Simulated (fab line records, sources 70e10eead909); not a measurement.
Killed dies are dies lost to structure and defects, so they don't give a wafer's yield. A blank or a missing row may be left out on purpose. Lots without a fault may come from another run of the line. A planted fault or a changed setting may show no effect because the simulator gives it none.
Problem report in the 8D (eight disciplines) form, filled by code | flow nand_harc | the parts of the form that need people (team, actions taken, sign-off) are left out

1. THE PROBLEM
killed_at_array at NHARC_END_SORT_01 reads a mean of 669 on 5 wafers of 3 lots; wafers without a fault read 58 with a standard deviation of 18. That is +34 standard deviations from the usual mean.
First seen on wafer L383.2, day 33 09:34, on prober-02. The record holds 8 wafers of 3 lots with a number at this step. Rule for "out", or "out of limits": more than 4 standard deviations from the usual mean. The other wafers with a number count as sound.

2. WHAT IT IS AND WHAT IT IS NOT
question                    | is                                     | is not
which readings at this step | killed_at_array, killed_dies           | killed_open, killed_short
which lots                  | L383, L384, L385                       | -
which wafers of those lots  | L383.2, L383.4, L384.2, L385.2, L385.4 | L384.3, L384.6, L385.5
read on which gauges        | prober-01, prober-02                   | -
when                        | from day 33 09:34                      | up to then (0 sound wafers); but 3 sound wafers of L384, L385 came after

3. SUSPECTS, AND WHAT RULES EACH OUT
Counting: a tool at a process step up to the reading stays a suspect if it ran every lot that is out. Sound lots after the first of them don't rule it out here, since some wafers of a struck lot are sound.
- the gauge at NHARC_END_SORT_01: ruled out. The wafers that are out were read on 2 gauges (prober-01, prober-02).
- ald_metal-04 at NHARC_A_WL_FILL_ALD_02 (deposits TiN, target thk 2 nm, pulse time 3 s, ald cycles 100): kept. It ran every lot that is out, first L383 (day 28 17:41).
Left after counting: ald_metal-04 at NHARC_A_WL_FILL_ALD_02.

4. THE CAUSE (what the simulator had put in)
Process parameter drift: ald_metal-04, from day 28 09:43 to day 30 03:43, at NHARC_A_WL_FILL_ALD_02. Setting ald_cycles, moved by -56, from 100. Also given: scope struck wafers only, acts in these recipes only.
Counting left only this tool.

5. THE CHAIN OF EFFECTS, in route order
Each row: a reading whose mean over the struck wafers that have a number lies more than 3 standard deviations from the usual. Only readings for which the record gives a usual standard deviation are gone through. hours: the time from each lot's start at the first step in this table that gives one to its start at this step, as a median over the lots. sigmas: the change in usual standard deviations.
hours | step              | reading         | usual | on struck wafers | change | sigmas
0     | NHARC_END_SORT_01 | killed_at_array | 58    | 669              | +611   | +34
0     | NHARC_END_SORT_01 | killed_dies     | 64    | 677              | +613   | +34

6. WHAT WOULD HAVE CAUGHT IT SOONER
In this record the first reading out of limits at a measuring or inspecting step was taken at day 33 09:34, 120 hours after the fault began at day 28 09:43.
Of the tool readings at NHARC_A_WL_FILL_ALD_02 for which the record gives a usual standard deviation, none was out on any struck wafer, so an alarm limit of 4 standard deviations on them would not have fired.
All the lots that are out (3) had begun NHARC_A_WL_FILL_ALD_02 on ald_metal-04 by day 33 09:34. A hold on the tool at that time would have spared none of them.
